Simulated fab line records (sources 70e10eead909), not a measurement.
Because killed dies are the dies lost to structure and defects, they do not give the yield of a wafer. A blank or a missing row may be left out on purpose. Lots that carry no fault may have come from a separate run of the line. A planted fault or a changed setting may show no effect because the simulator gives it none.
Chamber matching ; flow nandHarc ; 4 sister chambers for NHARC_A_WL_FILL_STRIP_29 on rieDiel-08
The step strips in O2, time 20 s. 4 wafers are shown with their chamber, then 7 later ones without.

EACH WAFER AND ITS CHAMBER
wafer;chamber;showerheadPlenumPTorr (Torr)
L083.2;0;3.64
L083.5;2;3.56
L086.1;1;3.74
L086.2;3;3.72

WAFERS WHOSE CHAMBER IS MISSING
wafer;showerheadPlenumPTorr (Torr)
L086.4;3.74
L089.1;3.64
L089.3;3.55
L089.4;3.74
L091.2;3.72
L091.3;3.55
L091.4;3.74

WHICH CHAMBER EACH ONE RAN IN
wafer;from the rows above;in truth
L086.4;1;1
L089.1;0;0
L089.3;2;2
L089.4;1;1
L091.2;3;3
L091.3;2;2
L091.4;1;1
Correctly placed: 7 of 7. Not placeable from these rows: 0. Number placed wrongly: 0.
How it was worked out, from the rows above alone: a wafer's distance from a chamber is the root of the sum, over the readings, of the square of ((its reading less the chamber's mean) divided by the reading's scatter). The wafer belongs to the nearest chamber; if the next one is less than 2 further off, it can't be placed. The mean given for a chamber averages the wafers shown for that chamber. The scatter: root of mean squared gap, hidden wafer to nearest shown wafer, with one shown wafer a chamber.
